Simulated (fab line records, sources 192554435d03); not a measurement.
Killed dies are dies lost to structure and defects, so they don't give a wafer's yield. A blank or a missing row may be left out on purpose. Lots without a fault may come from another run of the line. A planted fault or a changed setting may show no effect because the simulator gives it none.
Chamber matching | flow n5_finfet | N5_BEOL_M5_STRIP_19 on rie_diel-01: 4 sister chambers
The step strips in O2. 16 wafers are shown with their chamber, then 8 later ones without.

WAFERS WITH THEIR CHAMBER
wafer  | chamber | drypump_motor_current_A (A) | showerhead_plenum_p_Torr (Torr) | oes_product_au (a.u.)
L076.1 | 2       | 5.2                         | 2.03                            | 0.77
L076.3 | 1       | 5.8                         | 2.03                            | 0.85
L076.5 | 1       | 5.7                         | 2.03                            | 0.85
L079.3 | 0       | 5.0                         | 2.07                            | 0.93
L079.5 | 1       | 5.7                         | 2.03                            | 0.84
L079.6 | 2       | 5.2                         | 2.03                            | 0.76
L084.1 | 3       | 5.6                         | 2.17                            | 0.74
L084.3 | 1       | 5.8                         | 2.03                            | 0.84
L084.5 | 0       | 4.9                         | 2.06                            | 0.91
L090.2 | 1       | 5.8                         | 2.02                            | 0.81
L090.4 | 2       | 5.2                         | 2.02                            | 0.75
L090.5 | 2       | 5.2                         | 2.02                            | 0.75
L091.2 | 0       | 4.9                         | 2.06                            | 0.89
L091.5 | 1       | 5.8                         | 2.02                            | 0.82
L091.6 | 0       | 5.0                         | 2.06                            | 0.88
L093.1 | 3       | 5.6                         | 2.16                            | 0.73

SIGNATURES (means of the wafers above)
reading                  | chamber 0 | chamber 1 | chamber 2 | chamber 3 | scatter within a chamber
drypump_motor_current_A  | 4.950     | 5.767     | 5.200     | 5.600     | 0.0441
showerhead_plenum_p_Torr | 2.0625    | 2.0267    | 2.0250    | 2.1650    | 0.00546
oes_product_au           | 0.9025    | 0.8350    | 0.7575    | 0.7350    | 0.0162
Rule: a wafer's distance from a chamber is the root of the sum, over the readings, of the square of ((its reading less the chamber's mean) divided by the reading's scatter). The wafer belongs to the nearest chamber; if the next one is less than 2 further off, it can't be placed. The scatter: the root of (the sum of the squares of (reading less its chamber's mean) over the shown wafers, divided by (wafers less chambers)).

WAFERS WITHOUT THEIR CHAMBER
wafer  | drypump_motor_current_A (A) | showerhead_plenum_p_Torr (Torr) | oes_product_au (a.u.)
L093.2 | 5.0                         | 2.06                            | 0.87
L093.6 | 5.7                         | 2.02                            | 0.81
L092.4 | 5.2                         | 2.01                            | 0.74
L092.5 | 5.6                         | 2.16                            | 0.73
L092.6 | 5.2                         | 2.01                            | 0.75
L096.3 | 5.2                         | 2.01                            | 0.74
L096.4 | 5.6                         | 2.16                            | 0.73
L096.6 | 4.9                         | 2.06                            | 0.87

WHICH CHAMBER EACH WENT THROUGH
wafer  | from the rows above | in truth
L093.2 | 0                   | 0
L093.6 | 1                   | 1
L092.4 | 2                   | 2
L092.5 | 3                   | 3
L092.6 | 2                   | 2
L096.3 | 2                   | 2
L096.4 | 3                   | 3
L096.6 | 0                   | 0
Placed correctly: 8 of 8. Can't be placed from these rows: 0. Placed wrongly: 0.
